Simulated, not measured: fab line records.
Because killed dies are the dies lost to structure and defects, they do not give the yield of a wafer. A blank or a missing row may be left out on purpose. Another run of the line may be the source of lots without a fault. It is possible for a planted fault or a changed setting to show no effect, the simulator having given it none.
fab line records	flow n5-finfet
record lots=7	wafers=21
route steps=1938 shown BEOL_M0_SAQP@683 BEOL_M0_CUTY@711 BEOL_M1@751 BEOL_M2@841 BEOL_M3@931 BEOL_M4@1023
start-h: hours from the record's opening day to when the first of the lot's shown wafers began	wait-h: hours from the lot's prior step to this one	" unchanged from the row above	L1.1+2: one row covering several wafers at once	- no value, or no start was given	* or withheld: withheld	< > ~ a bound
route shown NAME@n: names a module that has steps shown in the file, with the first one's number in the route	usual: mean/standard deviation of fault-free wafers	same: alike in all rows	chamber/n: place in a boat	sites: readings site by site	_std_site: the values' standard deviation	_edge_site: mean of outer sites minus mean of inner sites	radius-mm: for every site, how far away it sits from the centre of the wafer	mask NAME#n: copy n	behind: the most recent tool/chamber to have shaped the wafer	hold: why the lot was held/for how many hours/how that ended	device: names the non-switching transistor (n, p or np)	end of line: tests run on the same wafers once the route is complete	step lacking rows: just its recipe	killed: at the first sort, the dies lost to defects and structure; wafer yield is something else	map: the dies of a wafer, with x for killed, . for not killed, _ for no die there
set.NAME: setting as actually run; set.NAME@STEP: the setting as run at that earlier step	model.NAME: the simulator's own value behind a step, which no gauge read
lots with deliberately changed settings; one table per step, one row per wafer
## steps
# step N5_BEOL_M0_SAQP_COAT_34
# recipe resist=CAR-EUV	spin-rpm=1500	resist-thk-nm=30
lot.wafer	tool	chamber	start-h	wait-h	set.spin-rpm	model.CAR-EUV_of_BEOL_M0_SAQP_COAT_34.thk-nm
L074.2+3	litho-track-02	0	-	-	1645	28.6
L074.5	"	0	"	"	1500	30
L078.2+4	litho-track-04	0	-	-	1500	30
L078.5	"	0	"	"	1500	29.8
L082.1+3+5	litho-track-01	0	-	-	1500	30
L088.3+4+6	litho-track-01	0	-	-	1500	29.8
L094.1+5+6	litho-track-01	0	-	-	1500	30
L095.1+2+4	litho-track-02	0	-	-	1500	30
L096.4+6	litho-track-04	0	-	-	1620	29
L096.5	"	0	"	"	1500	30.2
# step N5_BEOL_M0_SAQP_EBR_36
# recipe solvent=PGMEA	ebr-width-mm=1.5
# step N5_BEOL_M0_SAQP_SOFTBAKE_35
# recipe temp-c=110	time-s=60	resist=CAR-EUV
# step N5_BEOL_M0_SAQP_EXPOSE_37
# recipe mask-id=M0_CUT1	na=0.33	source-shape=annular	sigma-inner=0.35	sigma-outer=0.8	polarization=unpolarized	target-cd-nm=30	dose-mj=44.75
# step N5_BEOL_M0_SAQP_PEB_38
# recipe peb-temp-c=100	peb-time-s=60	resist=CAR-EUV
# step N5_BEOL_M0_SAQP_DEVELOP_39
# recipe develop-time-s=30	developer=TMAH	resist=CAR-EUV	rinse-liquid=surfactant-rinse	dry=air-spin	dev-temp-c=23
lot.wafer	tool	chamber	start-h	wait-h	set.spin-rpm@BEOL_M0_SAQP_COAT_34	model.CAR-EUV_of_BEOL_M0_SAQP_COAT_34.thk-nm
L074.2	litho-track-02	0	-	-	1645	28.2
L074.3	"	0	"	"	1645	28
L074.5	"	0	"	"	1500	29.4
L078.2+5	litho-track-02	0	-	-	1500	29.4
L078.4	"	0	"	"	1500	29.6
L082.1	litho-track-01	0	-	-	1500	29.4
L082.3+5	"	0	"	"	1500	29.6
L088.3+4+6	litho-track-02	0	-	-	1500	29.4
L094.1+5	litho-track-04	0	-	-	1500	29.6
L094.6	"	0	"	"	1500	29.4
L095.1+2	litho-track-02	0	-	-	1500	29.6
L095.4	"	0	"	"	1500	29.4
L096.4	litho-track-02	0	-	-	1620	28.6
L096.5	"	0	"	"	1500	29.6
L096.6	"	0	"	"	1620	28.4
# step N5_BEOL_M0_CUTY_DESCUM_61
# recipe chemistry=O2	time-s=7.9	source-power-w=50	bias-power-w=20	pressure-mtorr=20	rf-frequency-hz=2.712e+07	temp-c=40	resist=CAR-ArF-block	o2-flow-sccm=225
# step N5_BEOL_M0_CUTY_ETCH_62
# recipe chemistry=CF4	target=SiARC	mask-material=CAR-ArF-block	time-s=58.5	ion-energy-ev=80	pressure-mtorr=40	source-w=545	bias-w=36	Ar_flow_sccm=100	cf4-flow-sccm=100	ends=cleared
# step N5_BEOL_M0_CUTY_ETCH_63
# recipe chemistry=N2/H2	target=SOC	target-depth-a=827	overetch-a=165	mask-material=SiARC	temp-c=40	ion-energy-ev=200	time-s=124	pressure-mtorr=30	source-w=840	bias-w=150	n2-flow-sccm=200	h2-flow-sccm=200
lot.wafer	tool	chamber	start-h	wait-h	set.target-thk-a@BEOL_M0_SAQP_SPACER2_ALD_26	model.SiO2_of_BEOL_M0_SAQP_SPACER2_ALD_26.thk-nm
L074.2+3+5	rie-diel-05	2,3,2	117.04	0.0	160.3	8.2
L078.2+4+5	rie-diel-02	3,1,3	136.68	0.0	150	7
L082.1+5	rie-diel-05	2	163.67	0.0	150	7
L082.3	"	1	"	"	150	7.2
L088.3+6	rie-diel-01	1,0	202.77	0.0	150	7.2
L088.4	"	2	"	"	150	7
L094.1+6	rie-diel-01	1,0	232.66	0.0	150	7.2
L094.5	"	1	"	"	169.6	9.2
L095.1	rie-diel-02	3	241.75	0.0	162.5	8.2
L095.2	"	0	"	"	150	7.4
L095.4	"	2	"	"	162.5	8.4
L096.4+5+6	rie-diel-01	3,1,0	255.35	0.0	150	7.2
# step N5_BEOL_M1_ILD_DEP_00
# recipe material=SiOC	target-thk-a=790	temp-c=350	precursor=DEMS/O2	pressure-torr=5	rf-w=500	time-s=15.3
lot.wafer	tool	chamber	start-h	wait-h	set.time-s	model.SiOC_of_BEOL_M1_ILD_DEP_00.thk-nm
L074.2	pecvd-01	2	122.38	0.0	15.3	78.4
L074.3	"	0	"	"	15.3	79.2
L074.5	"	0	"	"	15.3	81.4
L078.2	pecvd-03	2	144.79	0.0	15.3	79.6
L078.4	"	2	"	"	15.3	79.8
L078.5	"	0	"	"	15.3	81.6
L082.1	pecvd-02	1	170.32	0.0	15.3	77
L082.3	"	0	"	"	15.3	78.4
L082.5	"	0	"	"	15.3	80.2
L088.3	pecvd-03	0	206.57	0.1	15.3	80.6
L088.4	"	1	"	"	15.3	78.6
L088.6	"	0	"	"	15.3	81
L094.1	pecvd-02	2	239.28	0.0	16.53	84.2
L094.5	"	1	"	"	15.3	78.8
L094.6	"	2	"	"	15.3	79.6
L095.1	pecvd-02	1	247.44	0.0	14.48	73.6
L095.2	"	0	"	"	14.48	73.2
L095.4	"	2	"	"	15.3	78
L096.4	pecvd-02	1	261.35	0.1	15.3	76.8
L096.5	"	2	"	"	13.68	68.6
L096.6	"	1	"	"	13.68	69
# step N5_BEOL_M1_THK_MEAS_01
# recipe reads=SiOC_of_BEOL_M1_ILD_DEP_00
# usual M1_ILD_THK=78.9/1.3
lot.wafer	tool	chamber	start-h	wait-h	set.time-s@BEOL_M1_ILD_DEP_00	M1_ILD_THK[nm]
L074.2	film-metro-02	-	122.44	0.1	15.3	78.4
L074.3	"	-	"	"	15.3	79.2
L074.5	"	-	"	"	15.3	81.5
L078.2	film-metro-02	-	144.86	0.1	15.3	79.6
L078.4	"	-	"	"	15.3	79.7
L078.5	"	-	"	"	15.3	81.6
L082.1	film-metro-02	-	170.38	0.0	15.3	77.0
L082.3	"	-	"	"	15.3	78.4
L082.5	"	-	"	"	15.3	80.2
L088.3	film-metro-01	-	206.64	0.1	15.3	80.7
L088.4	"	-	"	"	15.3	78.5
L088.6	"	-	"	"	15.3	81.1
L094.1	film-metro-02	-	239.34	0.0	16.53	84.3
L094.5	"	-	"	"	15.3	78.8
L094.6	"	-	"	"	15.3	79.4
L095.1	film-metro-02	-	247.51	0.0	14.48	73.5
L095.2	"	-	"	"	14.48	73.1
L095.4	"	-	"	"	15.3	78.1
L096.4	film-metro-02	-	261.42	0.1	15.3	76.9
L096.5	"	-	"	"	13.68	68.6
L096.6	"	-	"	"	13.68	69.1
# step N5_BEOL_M1_COAT_61
# recipe resist=SOC	temp-c=250	time-s=60	spin-rpm=1500	resist-thk-nm=60
lot.wafer	tool	chamber	start-h	wait-h	set.spin-rpm	model.SOC_of_BEOL_M1_COAT_61.thk-nm
L074.2	litho-track-02	0	123.46	0.1	1500	60
L074.3	"	0	"	"	1500	60.4
L074.5	"	0	"	"	1437	61.6
L078.2	litho-track-04	0	145.74	0.1	1500	59.6
L078.4	"	0	"	"	1500	60
L078.5	"	0	"	"	1500	60.2
L082.1+3+5	litho-track-02	0	174.07	1.2	1391	62
L088.3+4	litho-track-02	0	208.77	0.1	1500	59.8
L088.6	"	0	"	"	1500	60
L094.1+6	litho-track-04	0	243.02	0.1	1500	59.8
L094.5	"	0	"	"	1557	58.8
L095.1	litho-track-05	0	248.97	0.1	1500	60.2
L095.2	"	0	"	"	1500	60
L095.4	"	0	"	"	1596	58.2
L096.4	litho-track-02	0	262.37	0.1	1500	60.2
L096.5	"	0	"	"	1500	60.4
L096.6	"	0	"	"	1444	61.6
# step N5_BEOL_M1_COAT_62
# recipe resist=SiARC	temp-c=220	time-s=60	spin-rpm=1500	resist-thk-nm=12
# step N5_BEOL_M1_COAT_73
# recipe resist=underlayer	temp-c=205	time-s=60	spin-rpm=1500	resist-thk-nm=5
# step N5_BEOL_M1_ETCH_74
# recipe chemistry=N2/H2	target=underlayer	target-depth-a=65	mask-material=CAR-EUV	time-s=5.2	ion-energy-ev=200	pressure-mtorr=30	source-w=840	bias-w=150	n2-flow-sccm=200	h2-flow-sccm=200	ends=cleared
# step N5_BEOL_M1_ETCH_63
# recipe chemistry=CF4	target=SiARC	target-depth-a=156	mask-material=CAR-EUV	time-s=26	ion-energy-ev=80	pressure-mtorr=40	source-w=545	bias-w=36	Ar_flow_sccm=100	cf4-flow-sccm=100	ends=cleared
# step N5_BEOL_M1_ETCH_64
# recipe chemistry=N2/H2	target=SOC	target-depth-a=750	overetch-a=150	mask-material=SiARC	temp-c=40	time-s=112.5	ion-energy-ev=200	pressure-mtorr=30	source-w=840	bias-w=150	n2-flow-sccm=200	h2-flow-sccm=200
lot.wafer	tool	chamber	start-h	wait-h	set.spin-rpm@BEOL_M1_COAT_61	model.etch.depth-nm
L074.2	rie-diel-06	1	123.97	0.0	1500	60.02
L074.3	"	2	"	"	1500	60.34
L074.5	"	3	"	"	1437	61.67
L078.2	rie-diel-03	3	146.36	0.0	1500	59.67
L078.4	"	3	"	"	1500	60.06
L078.5	"	0	"	"	1500	60.16
L082.1	rie-diel-04	3	174.58	0.0	1391	62.07
L082.3	"	1	"	"	1391	61.96
L082.5	"	0	"	"	1391	61.98
L088.3	rie-diel-04	2	209.23	0.0	1500	59.9
L088.4	"	3	"	"	1500	59.78
L088.6	"	1	"	"	1500	59.97
L094.1	rie-diel-03	0	243.68	0.0	1500	59.71
L094.5	"	2	"	"	1557	58.72
L094.6	"	0	"	"	1500	59.7
L095.1	rie-diel-03	1	249.47	0.0	1500	60.16
L095.2	"	2	"	"	1500	59.95
L095.4	"	1	"	"	1596	58.2
L096.4	rie-diel-04	3	262.83	0.0	1500	60.21
L096.5	"	3	"	"	1500	60.41
L096.6	"	2	"	"	1444	61.54
# step N5_BEOL_M1_STRIP_65
# recipe chemistry=N2/H2	temp-c=40	n2-flow-sccm=200	h2-flow-sccm=200	rf-frequency-hz=6e+07
# step N5_BEOL_M1_STRIP_75
# recipe chemistry=N2/H2	temp-c=40	n2-flow-sccm=200	h2-flow-sccm=200	rf-frequency-hz=6e+07
# step N5_BEOL_M1_STRIP_66
# recipe chemistry=CF4	resist=SiARC	power-w=300	bias-power-w=75	pressure-mtorr=50	cf4-flow-sccm=150	rf-frequency-hz=6e+07
# step N5_BEOL_M1_HM_OPEN_17
# recipe chemistry=Cl2/BCl3	target-depth-a=200	overetch-a=60	target=TiN	mask-material=SOC	ion-energy-ev=150	pressure-mtorr=10	icp-w=1000	bias-w=126	Cl2_flow_sccm=53.25	bcl3-flow-sccm=21.75	Ar_flow_sccm=25
lot.wafer	tool	chamber	start-h	wait-h	set.spin-rpm@BEOL_M1_COAT_61	model.SOC_of_BEOL_M1_COAT_61.thk-nm
L074.2	rie-metal-02	1	124.13	0.0	1500	52
L074.3	"	1	"	"	1500	52.4
L074.5	"	1	"	"	1437	53.6
L078.2	rie-metal-03	0	146.53	0.0	1500	51.8
L078.4	"	0	"	"	1500	52
L078.5	"	0	"	"	1500	52.2
L082.1+3	rie-metal-01	0,1	174.74	0.0	1391	54
L082.5	"	0	"	"	1391	53.8
L088.3	rie-metal-03	0	209.43	0.1	1500	51.8
L088.4	"	1	"	"	1500	52.2
L088.6	"	0	"	"	1500	52
L094.1+6	rie-metal-01	0	243.84	0.0	1500	51.6
L094.5	"	1	"	"	1557	50.8
L095.1	rie-metal-02	0	249.71	0.0	1500	52.2
L095.2	"	1	"	"	1500	52
L095.4	"	1	"	"	1596	50.2
L096.4	rie-metal-01	0	263.03	0.1	1500	52
L096.5	"	0	"	"	1500	52.4
L096.6	"	1	"	"	1444	53.6
# step N5_BEOL_M2_ILD_DEP_00
# recipe material=SiOC	target-thk-a=790	temp-c=350	precursor=DEMS/O2	pressure-torr=5	rf-w=500	time-s=15.3
lot.wafer	tool	chamber	start-h	wait-h	set.time-s	model.SiOC_of_BEOL_M2_ILD_DEP_00.thk-nm
L074.2	pecvd-04	1	131.59	0.0	16.7	86
L074.3	"	0	"	"	15.3	76.8
L074.5	"	0	"	"	15.3	77.4
L078.2	pecvd-04	2	152.71	0.0	15.3	78.6
L078.4	"	0	"	"	15.3	78
L078.5	"	2	"	"	15.3	80
L082.1	pecvd-02	1	181.70	0.0	14.48	73.8
L082.3	"	2	"	"	14.48	74
L082.5	"	0	"	"	15.3	79.2
L088.3	pecvd-04	2	217.99	0.0	16.63	85.6
L088.4	"	1	"	"	15.3	79.4
L088.6	"	2	"	"	15.3	80.4
L094.1	pecvd-02	0	249.50	0.0	15.3	79.4
L094.5	"	2	"	"	15.3	80.8
L094.6	"	1	"	"	15.3	81.8
L095.1	pecvd-04	2	256.11	0.0	15.3	78.4
L095.2	"	1	"	"	16.05	83.8
L095.4	"	0	"	"	16.05	84
L096.4	pecvd-04	1	273.12	0.1	16.32	85.4
L096.5	"	0	"	"	15.3	79.8
L096.6	"	2	"	"	15.3	79.6
# step N5_BEOL_M2_THK_MEAS_01
# recipe reads=SiOC_of_BEOL_M2_ILD_DEP_00
# usual M2_ILD_THK=79.3/1.1
lot.wafer	tool	chamber	start-h	wait-h	set.time-s@BEOL_M2_ILD_DEP_00	M2_ILD_THK[nm]
L074.2	film-metro-02	-	131.65	0.1	16.7	86.1
L074.3	"	-	"	"	15.3	76.7
L074.5	"	-	"	"	15.3	77.5
L078.2	film-metro-01	-	152.78	0.1	15.3	78.7
L078.4	"	-	"	"	15.3	78.0
L078.5	"	-	"	"	15.3	80.0
L082.1	film-metro-01	-	181.77	0.0	14.48	73.8
L082.3	"	-	"	"	14.48	74.1
L082.5	"	-	"	"	15.3	79.3
L088.3	film-metro-01	-	218.06	0.1	16.63	85.6
L088.4	"	-	"	"	15.3	79.3
L088.6	"	-	"	"	15.3	80.3
L094.1	film-metro-02	-	249.58	0.1	15.3	79.5
L094.5	"	-	"	"	15.3	80.9
L094.6	"	-	"	"	15.3	81.9
L095.1	film-metro-02	-	256.18	0.0	15.3	78.4
L095.2	"	-	"	"	16.05	83.7
L095.4	"	-	"	"	16.05	84.1
L096.4	film-metro-01	-	273.17	0.0	16.32	85.4
L096.5	"	-	"	"	15.3	79.8
L096.6	"	-	"	"	15.3	79.6
# step N5_BEOL_M3_ILD_DEP_00
# recipe material=SiOC	target-thk-a=790	temp-c=350	precursor=DEMS/O2	pressure-torr=5	rf-w=500	time-s=15.3
lot.wafer	tool	chamber	start-h	wait-h	set.time-s	model.SiOC_of_BEOL_M3_ILD_DEP_00.thk-nm
L074.2	pecvd-01	2	142.89	0.0	16.97	87.8
L074.3	"	0	"	"	15.3	79.6
L074.5	"	0	"	"	16.97	89.6
L078.2	pecvd-04	1	162.18	0.0	15.3	80
L078.4	"	2	"	"	15.3	80.2
L078.5	"	0	"	"	15.3	78.8
L082.1	pecvd-03	1	196.22	0.0	17.53	89.6
L082.3	"	0	"	"	15.3	77.8
L082.5	"	2	"	"	17.53	91.2
L088.3	pecvd-03	0	225.65	0.1	13.85	70.4
L088.4	"	1	"	"	15.3	79
L088.6	"	0	"	"	13.85	71.6
L094.1	pecvd-01	2	259.13	0.0	16.21	83.2
L094.5	"	1	"	"	15.3	80.2
L094.6	"	2	"	"	16.21	84.2
L095.1	pecvd-04	0	270.56	0.0	13.18	67.8
L095.2	"	2	"	"	13.18	67.2
L095.4	"	1	"	"	15.3	80
L096.4	pecvd-01	2	280.60	0.1	15.3	79.4
L096.5	"	1	"	"	14.45	74.6
L096.6	"	0	"	"	15.3	79
# step N5_BEOL_M3_THK_MEAS_01
# recipe reads=SiOC_of_BEOL_M3_ILD_DEP_00
# usual M3_ILD_THK=79.1/1.1
lot.wafer	tool	chamber	start-h	wait-h	set.time-s@BEOL_M3_ILD_DEP_00	M3_ILD_THK[nm]
L074.2	film-metro-01	-	142.95	0.1	16.97	87.8
L074.3	"	-	"	"	15.3	79.5
L074.5	"	-	"	"	16.97	89.6
L078.2	film-metro-02	-	162.25	0.1	15.3	79.9
L078.4	"	-	"	"	15.3	80.1
L078.5	"	-	"	"	15.3	78.8
L082.1	film-metro-01	-	196.29	0.0	17.53	89.6
L082.3	"	-	"	"	15.3	77.8
L082.5	"	-	"	"	17.53	91.2
L088.3	film-metro-02	-	225.71	0.1	13.85	70.4
L088.4	"	-	"	"	15.3	79.0
L088.6	"	-	"	"	13.85	71.6
L094.1	film-metro-02	-	259.21	0.1	16.21	83.2
L094.5	"	-	"	"	15.3	80.2
L094.6	"	-	"	"	16.21	84.2
L095.1	film-metro-02	-	270.62	0.0	13.18	67.8
L095.2	"	-	"	"	13.18	67.3
L095.4	"	-	"	"	15.3	80.1
L096.4	film-metro-02	-	280.65	0.0	15.3	79.5
L096.5	"	-	"	"	14.45	74.6
L096.6	"	-	"	"	15.3	79.0
# step N5_BEOL_M3_PECVD_72
# recipe material=SiO2	target-thk-a=160	temp-c=400	precursor=TEOS/O2	pressure-torr=5.5	rf-w=450	teos-flow-sccm=53.8	gas=O2	flow-sccm=3000	time-s=18
lot.wafer	tool	chamber	start-h	wait-h	set.time-s	model.SiO2_of_BEOL_M3_PECVD_72.thk-nm
L074.2	pecvd-04	2	142.99	0.0	18	15.8
L074.3	"	0	"	"	18	15.6
L074.5	"	1	"	"	18	16
L078.2+5	pecvd-04	1	162.29	0.0	18	16
L078.4	"	2	"	"	18	16.2
L082.1	pecvd-04	0	196.32	0.0	18	15.2
L082.3+5	"	2,0	"	"	18	15.8
L088.3+6	pecvd-01	2	225.75	0.0	15.56	14
L088.4	"	1	"	"	18	16.4
L094.1	pecvd-03	1	259.25	0.0	20.11	17.8
L094.5	"	1	"	"	20.11	18
L094.6	"	2	"	"	18	15.8
L095.1	pecvd-04	0	270.66	0.0	18	15.2
L095.2	"	1	"	"	16.58	14.6
L095.4	"	0	"	"	18	15.6
L096.4+5	pecvd-03	0,1	280.70	0.1	18	16
L096.6	"	2	"	"	18	15.8
# step N5_BEOL_M3_ETCH_41
# recipe chemistry=CH3F/O2	target=SiCN	target-depth-a=299	taper-deg=2	time-s=52.5	ion-energy-ev=120	mask-material=TiN	pressure-mtorr=30	source-w=395	bias-w=75	Ar_flow_sccm=150	CH3F_flow_sccm=30	O2_flow_sccm=20
lot.wafer	tool	chamber	start-h	wait-h	set.target-depth-a	model.etch.depth-nm
L074.2	rie-diel-03	2	-	-	299	20.42
L074.3	"	0	"	"	320	22.1
L074.5	"	3	"	"	320	21.71
L078.2	rie-diel-06	3	-	-	299	19.31
L078.4	"	3	"	"	299	19.3
L078.5	"	0	"	"	299	19.98
L082.1	rie-diel-06	2	-	-	279.5	18.87
L082.3	"	0	"	"	279.5	18.79
L082.5	"	2	"	"	299	20.13
L088.3	rie-diel-06	3	-	-	309.1	19.82
L088.4	"	0	"	"	309.1	20.68
L088.6	"	2	"	"	309.1	20.32
L094.1	rie-diel-04	2	-	-	299	20.31
L094.5	"	0	"	"	274	17.9
L094.6	"	1	"	"	299	20.05
L095.1	rie-diel-06	1	-	-	299	19.88
L095.2	"	3	"	"	299	20.03
L095.4	"	2	"	"	299	19.57
L096.4	rie-diel-03	2	-	-	275.4	19.28
L096.5	"	1	"	"	275.4	18.27
L096.6	"	2	"	"	299	20.98
# step N5_BEOL_M4_PECVD_72
# recipe material=SiO2	target-thk-a=160	temp-c=400	precursor=TEOS/O2	pressure-torr=5.5	rf-w=450	teos-flow-sccm=53.8	gas=O2	flow-sccm=3000	time-s=18
lot.wafer	tool	chamber	start-h	wait-h	set.time-s	model.SiO2_of_BEOL_M4_PECVD_72.thk-nm
L074.2	pecvd-04	2	152.35	0.0	18	16
L074.3	"	0	"	"	16.34	14.8
L074.5	"	0	"	"	18	16.2
L078.2	pecvd-02	2	169.49	0.0	18	16
L078.4	"	0	"	"	18	16.4
L078.5	"	1	"	"	18	16.6
L082.1	pecvd-02	2	203.46	0.0	18	16.2
L082.3	"	0	"	"	19.49	17.8
L082.5	"	0	"	"	18	16.6
L088.3	pecvd-04	2	235.45	0.1	16.41	14.8
L088.4+6	"	1	"	"	18	16
L094.1	pecvd-02	2	273.04	0.0	20.1	17.4
L094.5	"	2	"	"	18	16
L094.6	"	1	"	"	18	16.4
L095.1	pecvd-01	1	279.59	0.0	18	15.8
L095.2	"	2	"	"	15.72	13.8
L095.4	"	0	"	"	18	16.2
L096.4	pecvd-02	1	290.69	0.1	18	16.4
L096.5+6	"	0,2	"	"	18	16
# step N5_BEOL_M4_HM_DEP_02
# recipe material=TiN	target-thk-a=200	temp-c=25	chamber-pressure-pa=0.49996
# step N5_BEOL_M4_COAT_61
# recipe resist=SOC	temp-c=250	time-s=60	spin-rpm=1500	resist-thk-nm=60
# step N5_BEOL_M4_STRIP_97
# recipe chemistry=N2/H2	time-s=10	power-w=450	temp-c=40	pressure-mtorr=20	rf-frequency-hz=6e+07	bias-power-w=7	n2-flow-sccm=200	h2-flow-sccm=200
# step N5_BEOL_M4_HM_STRIP_39
# recipe chemistry=peroxide-tin-strip	material=TiN	target-depth-a=250	temp-c=50	time-s=158
lot.wafer	tool	chamber	start-h	wait-h	set.time-s@BEOL_M4_PECVD_72	model.SiO2_of_BEOL_M4_PECVD_72.thk-nm
L074.2	wet-bench-02	4	156.78	0.0	18	15.8
L074.3	"	1	"	"	16.34	14.6
L074.5	"	5	"	"	18	16
L078.2	wet-bench-02	0	173.13	0.0	18	15.8
L078.4	"	6	"	"	18	16.2
L078.5	"	7	"	"	18	16.4
L082.1	wet-bench-01	1	208.71	0.0	18	16
L082.3	"	5	"	"	19.49	17.6
L082.5	"	6	"	"	18	16.6
L088.3	wet-bench-01	3	245.28	0.0	16.41	14.6
L088.4+6	"	2,1	"	"	18	15.8
L094.1	wet-bench-02	4	275.60	0.0	20.1	17.4
L094.5	"	6	"	"	18	15.8
L094.6	"	5	"	"	18	16.2
L095.1	wet-bench-04	1	288.91	0.0	18	15.6
L095.2	"	5	"	"	15.72	13.6
L095.4	"	4	"	"	18	16
L096.4	wet-bench-02	3	295.47	0.0	18	16.2
L096.5	"	0	"	"	18	15.8
L096.6	"	2	"	"	18	16
## key
split step=N5_BEOL_M0_SAQP_COAT_34	setting=spin-rpm	stated=1500	by=wafer
response step=N5_BEOL_M0_SAQP_COAT_34	reading=model.CAR-EUV_of_BEOL_M0_SAQP_COAT_34.thk-nm	change=-0.147	per=1%	r=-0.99
response step=N5_BEOL_M0_SAQP_DEVELOP_39	reading=model.CAR-EUV_of_BEOL_M0_SAQP_COAT_34.thk-nm	change=-0.136	per=1%	r=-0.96
split step=N5_BEOL_M1_ILD_DEP_00	setting=time-s	stated=15.3	by=wafer
response step=N5_BEOL_M1_ILD_DEP_00	reading=model.SiOC_of_BEOL_M1_ILD_DEP_00.thk-nm	change=+0.728	per=1%	r=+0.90
response step=N5_BEOL_M1_THK_MEAS_01	reading=M1_ILD_THK	change=+0.74	per=1%	r=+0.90
split step=N5_BEOL_M1_COAT_61	setting=spin-rpm	stated=1500	by=wafer
response step=N5_BEOL_M1_COAT_61	reading=model.SOC_of_BEOL_M1_COAT_61.thk-nm	change=-0.307	per=1%	r=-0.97
response step=N5_BEOL_M1_ETCH_64	reading=model.etch.depth-nm	change=-0.305	per=1%	r=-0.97
response step=N5_BEOL_M1_HM_OPEN_17	reading=model.SOC_of_BEOL_M1_COAT_61.thk-nm	change=-0.302	per=1%	r=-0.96
split step=N5_BEOL_M2_ILD_DEP_00	setting=time-s	stated=15.3	by=wafer
response step=N5_BEOL_M2_ILD_DEP_00	reading=model.SiOC_of_BEOL_M2_ILD_DEP_00.thk-nm	change=+0.875	per=1%	r=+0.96
response step=N5_BEOL_M2_THK_MEAS_01	reading=M2_ILD_THK	change=+0.881	per=1%	r=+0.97
split step=N5_BEOL_M3_ILD_DEP_00	setting=time-s	stated=15.3	by=wafer
response step=N5_BEOL_M3_ILD_DEP_00	reading=model.SiOC_of_BEOL_M3_ILD_DEP_00.thk-nm	change=+0.851	per=1%	r=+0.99
response step=N5_BEOL_M3_THK_MEAS_01	reading=M3_ILD_THK	change=+0.851	per=1%	r=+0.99
split step=N5_BEOL_M3_PECVD_72	setting=time-s	stated=18	by=wafer
response step=N5_BEOL_M3_PECVD_72	reading=model.SiO2_of_BEOL_M3_PECVD_72.thk-nm	change=+0.166	per=1%	r=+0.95
split step=N5_BEOL_M3_ETCH_41	setting=target-depth-a	stated=299	by=wafer
response step=N5_BEOL_M3_ETCH_41	reading=model.etch.depth-nm	change=+0.247	per=1%	r=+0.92
split step=N5_BEOL_M4_PECVD_72	setting=time-s	stated=18	by=wafer
response step=N5_BEOL_M4_PECVD_72	reading=model.SiO2_of_BEOL_M4_PECVD_72.thk-nm	change=+0.144	per=1%	r=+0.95
response step=N5_BEOL_M4_HM_STRIP_39	reading=model.SiO2_of_BEOL_M4_PECVD_72.thk-nm	change=+0.147	per=1%	r=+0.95
split outside-this-file step=N5_BEOL_M0_SAQP_SPACER2_ALD_26 setting=target-thk-a
# split outside-this-file: this setting was split too, and the file shows its column; the key of that split is in another file
